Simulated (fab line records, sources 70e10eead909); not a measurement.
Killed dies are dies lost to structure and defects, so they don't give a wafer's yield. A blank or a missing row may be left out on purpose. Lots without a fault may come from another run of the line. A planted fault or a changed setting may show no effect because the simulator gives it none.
Chamber matching | flow nand_harc | NHARC_A_STAIRCASE_ETCHBACK_157 on rie_diel-02: 4 sister chambers
The step etches the open film in CH3F/O2, target depth 90 nm, time 167.14 s. 14 wafers are shown with their chamber, then 7 later ones without.

WAFERS WITH THEIR CHAMBER
wafer  | chamber | showerhead_plenum_p_Torr (Torr) | drypump_motor_current_A (A) | rf_vpp_V (V)
L075.3 | 0       | 2.37                            | 5.1                         | 243.9
L075.4 | 2       | 2.48                            | 5.7                         | 243.8
L075.5 | 1       | 2.66                            | 5.7                         | 246.2
L074.3 | 2       | 2.48                            | 5.8                         | 245.6
L074.4 | 2       | 2.48                            | 5.7                         | 244.3
L074.6 | 0       | 2.37                            | 5.1                         | 243.9
L076.1 | 2       | 2.48                            | 5.7                         | 243.6
L076.2 | 0       | 2.37                            | 5.1                         | 242.7
L076.4 | 0       | 2.37                            | 5.1                         | 244.3
L083.3 | 0       | 2.36                            | 5.1                         | 242.2
L083.5 | 0       | 2.36                            | 5.1                         | 242.9
L083.6 | 3       | 2.29                            | 5.6                         | 242.7
L087.1 | 1       | 2.64                            | 5.7                         | 245.2
L087.2 | 0       | 2.35                            | 5.1                         | 242.4

SIGNATURES (means of the wafers above)
reading                  | chamber 0 | chamber 1 | chamber 2 | chamber 3 | scatter within a chamber
showerhead_plenum_p_Torr | 2.3643    | 2.6500    | 2.4800    | 2.2900    | 0.00756
drypump_motor_current_A  | 5.100     | 5.700     | 5.725     | 5.600     | 0.0274
rf_vpp_V                 | 243.186   | 245.700   | 244.325   | 242.700   | 0.842
Rule: a wafer's distance from a chamber is the root of the sum, over the readings, of the square of ((its reading less the chamber's mean) divided by the reading's scatter). The wafer belongs to the nearest chamber; if the next one is less than 2 further off, it can't be placed. The scatter: the root of (the sum of the squares of (reading less its chamber's mean) over the shown wafers, divided by (wafers less chambers)).

WAFERS WITHOUT THEIR CHAMBER
wafer  | showerhead_plenum_p_Torr (Torr) | drypump_motor_current_A (A) | rf_vpp_V (V)
L087.5 | 2.35                            | 5.1                         | 243.3
L088.3 | 2.35                            | 5.1                         | 242.7
L088.4 | 2.29                            | 5.6                         | 242.0
L088.6 | 2.46                            | 5.7                         | 244.0
L095.2 | 2.34                            | 5.1                         | 244.2
L095.3 | 2.46                            | 5.7                         | 244.1
L095.4 | 2.63                            | 5.7                         | 245.6

WHICH CHAMBER EACH WENT THROUGH
wafer  | from the rows above | in truth
L087.5 | 0                   | 0
L088.3 | 0                   | 0
L088.4 | 3                   | 3
L088.6 | 2                   | 2
L095.2 | 0                   | 0
L095.3 | 2                   | 2
L095.4 | 1                   | 1
Placed correctly: 7 of 7. Can't be placed from these rows: 0. Placed wrongly: 0.
